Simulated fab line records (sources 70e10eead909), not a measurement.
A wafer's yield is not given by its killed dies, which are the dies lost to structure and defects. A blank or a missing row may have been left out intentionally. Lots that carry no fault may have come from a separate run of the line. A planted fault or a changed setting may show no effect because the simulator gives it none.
fab line records	flow nandHarc
record: lots: 7	wafers: 20	lastDay: 33
route steps=1302 shown A_CHANNEL_FILL_D2@615
lots that met no fault: taken from a fault-free run of the same line
startH: hours from the record's first day to the start of the lot's first wafer shown	waitH: hours since the lot's step before	" as in the row above	L1.1+2: several wafers, shown together as one row	- either no value or no given start	* or withheld: withheld	< > ~ a bound
route shown NAME@n: names a module that has steps shown in the file, with the first one's number in the route	usual: mean and standard deviation over wafers with no fault	same: alike in all rows	chamber/n: place in a boat	sites: each site's reading	_std_site: their standard deviation	_edge_site: the outer-site mean with the inner-site mean subtracted	radiusMm: for every site, how far away it sits from the centre of the wafer	mask NAME#n: copy n	behind: tool/chamber where the wafer was last shaped	hold: what put the lot on hold/how long, in hours/how the hold closed	device: names the non-switching transistor (n, p or np)	end of line: the same wafers' tests at the end of the route	a step without rows: its recipe alone	killed: not the wafer's yield, but the dies lost to structure and defects at the first sort	map: a wafer's dies, x killed, . not, _ none there
set.NAME: setting as actually run; set.NAME@STEP: the setting as run at that earlier step	model.NAME: the simulator's own value behind a step, which no gauge read
lots at some steps of the route; a table a step, a row a wafer
services: from which hour (startH, from the record's first day; less than 0 if before it) a tool's chamber was out of use, for how many hours, and why
== steps ==
step: NHARC_A_CHANNEL_FILL_D2_ALD_15
recipe: targetThkA: 20	pulseTimeS: 60	aldCycles: 19	tempC: 630	pressureTorr: 2	material: SiNx
usual: aldCycles: 19/0	precursorPulseHeightRel: 1.004/0.018
lot.wafer	tool	chamber	startH	waitH	aldCycles	precursorPulseHeightRel
L925.1	aldSinBatch-01	0	-	-	19	0.998
L925.2	"	0	"	"	19	1.004
L925.6	"	0	"	"	19	1.016
L929.2	aldSinBatch-01	0	-	-	19	0.992
L929.3	"	0	"	"	19	1.031
L929.4	"	0	"	"	19	0.984
L931.2	aldSinBatch-01	0	-	-	19	1.013
L931.4	"	0	"	"	19	1.006
L931.6	"	0	"	"	19	0.990
L932.2	aldSinBatch-01	0	-	-	19	1.001
L932.3	"	0	"	"	19	1.017
L937.2	aldSinBatch-02	0	-	-	19	1.019
L937.3	"	0	"	"	19	0.949
L937.4	"	0	"	"	19	1.040
L940.2	aldSinBatch-03	0	-	-	19	1.013
L940.5	"	0	"	"	19	1.019
L940.6	"	0	"	"	19	1.012
L942.2	aldSinBatch-02	0	-	-	19	0.997
L942.3	"	0	"	"	19	0.982
L942.5	"	0	"	"	19	1.009
step: NHARC_A_CHANNEL_FILL_D2_ALD_16
recipe: targetThkA: 15	pulseTimeS: 10	aldCycles: 15	tempC: 300	material: SiO2
usual: aldCycles: 15/0	heaterPowerW: 470/61	precursorPulseHeightRel: 1.001/0.019
lot.wafer	tool	chamber	startH	waitH	aldCycles	heaterPowerW	precursorPulseHeightRel
L925.2	aldHk-03	3	364.33	0.1	15	396	1.004
L925.1	"	0	"	"	15	477	0.991
L925.6	"	1	"	"	15	493	0.972
L929.3	aldHk-04	2	416.65	0.1	15	551	0.992
L929.2	"	3	"	"	15	411	0.998
L929.4	"	0	"	"	15	575	0.981
L931.4	aldHk-03	2	423.21	0.0	15	558	0.983
L931.2	"	3	"	"	15	385	1.014
L931.6	"	2	"	"	15	549	0.990
L932.2	aldHk-02	0	446.28	0.0	15	416	0.994
L932.3	"	2	"	"	15	484	0.979
L937.3	aldHk-04	2	472.48	0.2	15	548	1.010
L937.2	"	0	"	"	15	559	1.004
L937.4	"	1	"	"	15	403	0.973
L940.2	aldHk-03	0	515.65	0.2	15	463	0.984
L940.6	"	2	"	"	15	544	0.993
L940.5	"	3	"	"	15	391	0.999
L942.3	aldHk-02	1	531.31	0.1	15	505	0.989
L942.2	"	2	"	"	15	471	1.013
L942.5	"	3	"	"	15	436	1.008
step: NHARC_A_CHANNEL_FILL_D2_ANNEAL_17
recipe: tempC: 850	timeS: 1800
step: NHARC_A_CHANNEL_FILL_D2_CVD_18
recipe: targetThkA: 30	tempC: 550	material: poly-Si
step: NHARC_A_CHANNEL_FILL_D2_ETCHBACK_19
recipe: targetDepthA: 50	timeS: 1.7	hbrFlowSccm: 150	cl2FlowSccm: 50	rfW: 400	icpW: 400	biasW: 100	chemistry: HBr/Cl2
usual: biasW: 99.98/0.28	drypumpMotorCurrentA: 5.7/0.53	oesProductAu: 0.997/0.0092	throttleValvePct: 26.407/0.0089
lot.wafer	tool	chamber	startH	waitH	biasW	drypumpMotorCurrentA	oesProductAu	rfHoursCounterH	throttleValvePct
L925.1	rieSi-06	0	377.62	0.4	100.11	5.4	1.011	0.6	26.407
L925.2	"	3	"	"	100.03	6.1	1.004	0.7	26.420
L925.6	"	1	"	"	99.97	4.8	0.985	-	26.406
L929.2	rieSi-06	2	428.06	0.4	100.32	5.9	0.992	0.7	26.409
L929.4	"	3	"	"	99.99	6.1	1.003	1.1	26.406
L929.3	"	0	"	"	99.85	5.4	1.005	1.0	26.385
L931.4	rieSi-06	2	435.09	0.4	100.11	5.8	0.997	0.7	26.402
L931.2	"	3	"	"	99.84	6.1	0.996	1.1	26.409
L931.6	"	1	"	"	99.82	4.8	0.992	-	26.403
L932.3	rieSi-06	3	458.28	0.4	100.45	6.1	0.993	0	26.401
L932.2	"	1	"	"	99.96	4.8	1.000	0	26.412
L937.3	rieSi-06	0	484.25	0.4	100.05	5.4	1.012	0.1	26.402
L937.2	"	1	"	"	100.40	4.8	0.996	0.2	26.408
L937.4	"	1	"	"	100.04	4.8	1.000	-	26.412
L940.2	rieSi-03	2	526.95	0.4	100.07	5.8	0.993	0.8	26.397
L940.5	"	3	"	"	100.18	5.2	0.989	-	26.415
L940.6	"	0	"	"	99.76	5.1	0.993	-	26.399
L942.2	rieSi-05	1	542.61	0.4	99.87	6.2	1.003	0.3	26.409
L942.3	"	3	"	"	99.67	6.1	0.996	0.3	26.378
L942.5	"	2	"	"	99.60	6.3	0.998	-	26.417
step: NHARC_A_CHANNEL_FILL_D2_ETCHBACK_20
recipe: targetDepthA: 270	timeS: 13.5	c4f8FlowSccm: withheld	o2FlowSccm: 8	arFlowSccm: withheld	rfW: 600	biasW: 1500	chemistry: C4F8/O2/Ar
usual: biasW: 1500/3.8	oesProductAu: 0.98/0.031	rfVppV: 979/5.9
lot.wafer	tool	chamber	startH	waitH	biasW	oesProductAu	rfHoursCounterH	rfVppV
L925.1	rieDiel-06	2	377.78	-	1501	1.01	2	974
L925.2	"	3	"	"	1497	0.99	1	974
L925.6	"	2	"	"	1502	1.00	-	972
L929.3	rieDiel-07	1	428.18	-	1495	0.92	3	974
L929.2	"	2	"	"	1496	0.90	3	979
L929.4	"	3	"	"	1500	0.92	3	987
L931.4	rieDiel-06	3	435.21	-	1500	0.99	3	972
L931.2	"	0	"	"	1501	1.01	3	984
L931.6	"	1	"	"	1501	0.99	-	985
L932.2	rieDiel-06	2	458.43	-	1512	1.02	4	975
L932.3	"	3	"	"	1500	0.99	3	972
L937.4	rieDiel-09	1	484.39	-	1501	1.01	25	972
L937.2	"	2	"	"	1499	1.01	27	969
L937.3	"	3	"	"	1506	1.00	29	976
L940.2	rieDiel-06	3	527.04	-	1499	0.97	1	973
L940.6	"	3	"	"	1494	0.98	-	973
L940.5	"	1	"	"	1500	0.99	-	984
L942.2	rieDiel-06	1	542.73	-	1501	0.92	1	985
L942.3	"	3	"	"	1502	0.91	1	972
L942.5	"	2	"	"	1493	0.93	-	973
step: NHARC_A_CHANNEL_FILL_D2_STRIP_28
recipe: timeS: 20	o2FlowSccm: 500	arFlowSccm: 0	biasW: 0	chemistry: O2
usual: drypumpMotorCurrentA: 5.9/0.58	oesProductAu: 1.002/0.011	rfVppV: 57.8/0.79	showerheadPlenumPTorr: 3.56/0.15	throttleValvePct: 17.036/0.0092
same: biasW: 0
lot.wafer	tool	chamber	startH	waitH	drypumpMotorCurrentA	oesProductAu	rfHoursCounterH	rfVppV	showerheadPlenumPTorr	throttleValvePct
L925.2	rieDiel-06	1	377.87	0.1	6.2	0.986	2	58.3	3.70	17.038
L925.1	"	3	"	"	6.0	1.002	1	57.9	3.38	17.048
L925.6	"	1	"	"	6.2	0.979	-	58.3	3.70	17.036
L929.3	rieDiel-07	3	428.26	0.1	5.0	0.998	3	59.3	3.76	17.023
L929.2	"	0	"	"	5.1	1.014	3	57.6	3.64	17.036
L929.4	"	1	"	"	5.4	1.017	3	58.3	3.44	17.039
L931.4	rieDiel-06	1	435.28	0.1	6.2	0.992	4	58.7	3.70	17.044
L931.2	"	3	"	"	6.0	0.994	3	58.6	3.38	17.043
L931.6	"	2	"	"	6.7	1.019	-	57.8	3.42	17.029
L932.3	rieDiel-06	2	458.51	0.1	6.7	1.010	4	58.0	3.42	17.029
L932.2	"	3	"	"	6.0	0.978	3	57.3	3.38	17.032
L937.3	rieDiel-09	1	484.48	0.1	6.3	1.010	25	57.3	3.35	17.030
L937.4	"	2	"	"	6.0	1.015	27	56.3	3.27	17.016
L937.2	"	0	"	"	5.2	1.015	28	58.1	3.73	17.041
L940.2	rieDiel-06	0	527.16	0.1	6.5	1.008	1	57.5	3.70	17.040
L940.6	"	1	"	"	6.2	0.994	-	57.2	3.70	17.029
L940.5	"	3	"	"	6.0	0.992	-	57.3	3.38	17.030
L942.2	rieDiel-06	3	542.83	0.1	5.9	0.989	1	56.8	3.38	17.026
L942.3	"	0	"	"	6.5	0.998	1	59.3	3.70	17.024
L942.5	"	3	"	"	6.0	0.996	-	56.4	3.38	17.034
step: NHARC_A_CHANNEL_FILL_D2_PRECLEAN_21
recipe: timeS: 30	chemistry: dHF
step: NHARC_A_CHANNEL_FILL_D2_SRD_23
step: NHARC_A_CHANNEL_FILL_D2_CVD_05
recipe: targetThkA: 50	tempC: 550	material: poly-Si
step: NHARC_A_CHANNEL_FILL_D2_ANNEAL_22
recipe: tempC: 620	timeS: 7200
step: NHARC_A_CHANNEL_FILL_D2_THK_MEAS_06
recipe: thkMeasGauge: ellipsometry
usual: thkNm: 5.1/1
lot.wafer	tool	chamber	startH	waitH	thkNm
L925.1	filmMetro-02	-	389.23	0.4	6.3
L925.2	"	-	"	"	5.0
L925.6	"	-	"	"	4.7
L929.2	filmMetro-01	-	440.00	0.4	5.8
L929.3	"	-	"	"	5.4
L929.4	"	-	"	"	3.3
L931.2	filmMetro-02	-	446.43	0.4	4.7
L931.4	"	-	"	"	5.8
L931.6	"	-	"	"	3.5
L932.2	filmMetro-02	-	470.40	0.4	3.1
L932.3	"	-	"	"	4.3
L937.2	filmMetro-02	-	495.74	0.4	4.7
L937.3	"	-	"	"	5.0
L937.4	"	-	"	"	6.3
L940.2	filmMetro-02	-	539.03	0.4	4.4
L940.5	"	-	"	"	4.6
L940.6	"	-	"	"	4.9
L942.2	filmMetro-02	-	556.30	0.4	5.7
L942.3	"	-	"	"	5.5
L942.5	"	-	"	"	6.5
step: NHARC_A_CHANNEL_FILL_D2_ALD_25
recipe: targetThkA: 600	pulseTimeS: 10	aldCycles: 600	tempC: 300	material: SiOx
usual: aldCycles: 600/0	heaterPowerW: 471/59	precursorPulseHeightRel: 1.002/0.02
lot.wafer	tool	chamber	startH	waitH	aldCycles	heaterPowerW	precursorPulseHeightRel
L925.1	aldHk-02	2	392.83	3.6	600	478	0.992
L925.2	"	0	394.07	4.8	600	406	0.978
L925.6	"	2	395.31	6.1	600	471	0.961
L929.2	aldHk-02	3	440.67	0.7	423	444	1.015
L929.4	"	0	"	"	600	405	1.003
L929.3	"	1	"	"	423	502	0.984
L931.2	aldHk-02	2	447.73	1.3	423	483	1.010
L931.4	"	3	"	"	600	442	1.008
L931.6	"	1	449.60	3.2	600	484	1.006
L932.3	aldHk-02	1	470.45	0.0	423	496	0.994
L932.2	"	3	471.67	1.3	423	449	0.992
L937.3	aldHk-03	0	495.79	0.1	600	458	1.004
L937.2	"	1	"	"	600	500	0.981
L937.4	"	2	"	"	600	569	0.994
L940.2	aldHk-04	2	539.71	0.7	600	577	1.000
L940.5	"	1	541.57	2.5	600	399	1.003
L940.6	"	2	"	"	600	552	1.016
L942.3	aldHk-04	3	557.59	1.3	600	421	0.965
L942.2	"	0	"	"	600	537	1.030
L942.5	"	1	"	"	600	405	1.001
step: NHARC_A_CHANNEL_FILL_D2_ETCHBACK_08
recipe: targetDepthA: 2200	timeS: 110	c4f8FlowSccm: 20	arFlowSccm: withheld	rfW: 600	biasW: 300	chemistry: C4F8
== services ==
tool	chamber	startH	hours	kind
rieDiel-06	1	347.05	3.9	repair
rieDiel-07	-	347.35	0.1	repair
rieSi-06	2	360.41	26.4	repair
rieDiel-09	0	366.54	1.5	repair
aldHk-03	-	400.52	10.0	pm
rieDiel-06	1	402.46	1.3	repair
rieSi-06	0	404.18	4.7	repair
rieSi-06	2	429.84	1.4	repair
aldHk-04	-	437.66	10.0	pm
rieSi-06	-	447.24	9.0	pm
rieSi-06	0	462.88	5.0	repair
rieDiel-07	-	471.37	9.0	pm
rieSi-06	3	482.49	6.6	repair
rieDiel-06	-	484.20	9.0	pm
rieSi-06	-	486.76	0.3	repair
rieDiel-09	0	488.89	4.7	repair
rieDiel-09	-	497.14	9.0	pm
rieDiel-06	3	502.73	8.8	repair
aldSinBatch-01	-	510.22	26.0	pm
rieDiel-06	3	519.40	1.7	repair
rieDiel-07	3	523.40	4.1	repair
rieDiel-06	2	525.84	4.0	repair
aldHk-02	-	531.80	10.0	pm
rieSi-06	-	536.08	0.3	repair
== key ==
firstSign: step: NHARC_A_CHANNEL_FILL_D2_ALD_25	reading: aldCycles	direction: down	sigmas: 99+	usual: 600	struck: 423
effect none on later readings
metAt NHARC_A_CHANNEL_FILL_D2_ALD_25
struckWafers L929.2,L929.3,L931.2,L932.2,L932.3
testerLeftOut L929,L931,L932
fault: kind: processParameterDrift	tool: aldHk-02	chamber: -	onsetH: 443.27	steps: NHARC_A_CHANNEL_FILL_D2_ALD_25	channel: aldCycles	offset: -177	shape: step	endH: 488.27	scope: struckWafersOnly	actsIn: theseRecipesOnly	stated: 600
testerLeftOut: of these lots the tester's yield and bins aren't shown, on N5 and GAA mostly nor the transistor test; their killed dies are dies lost to structure and defects alone, not to doping, threshold or leakage, so they don't give the yield
